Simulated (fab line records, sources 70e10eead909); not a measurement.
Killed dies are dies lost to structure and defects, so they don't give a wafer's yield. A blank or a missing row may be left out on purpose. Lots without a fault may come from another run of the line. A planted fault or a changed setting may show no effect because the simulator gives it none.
Chamber matching | flow nand_harc | NHARC_P_ZERO_WELL_DESCUM_54 on rie_diel-07: 4 sister chambers
The step chemistry O2, time 3 s. 4 wafers are shown with their chamber, then 7 later ones without.

WAFERS WITH THEIR CHAMBER
wafer  | chamber | showerhead_plenum_p_Torr (Torr)
L074.5 | 0       | 1.94
L080.1 | 3       | 2.02
L082.5 | 2       | 1.83
L083.4 | 1       | 1.93

WAFERS WITHOUT THEIR CHAMBER
wafer  | showerhead_plenum_p_Torr (Torr)
L083.6 | 1.83
L086.1 | 1.92
L086.2 | 2.01
L086.4 | 1.93
L092.1 | 1.82
L092.3 | 2.01
L092.5 | 2.01

WHICH CHAMBER EACH WENT THROUGH
wafer  | from the rows above     | in truth
L083.6 | 2                       | 2
L086.1 | can't be placed: 1 or 0 | 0
L086.2 | 3                       | 3
L086.4 | can't be placed: 1 or 0 | 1
L092.1 | 2                       | 2
L092.3 | 3                       | 3
L092.5 | 3                       | 3
Placed correctly: 5 of 7. Can't be placed from these rows: 2 (the true chamber is among the candidates in 2). Placed wrongly: 0.
How it was worked out, from the rows above alone: a wafer's distance from a chamber is the root of the sum, over the readings, of the square of ((its reading less the chamber's mean) divided by the reading's scatter). The wafer belongs to the nearest chamber; if the next one is less than 2 further off, it can't be placed. A chamber's mean is the mean of its shown wafers. The scatter: with one shown wafer a chamber, the root of the mean of the squares of how far each hidden wafer lies from its nearest shown one.
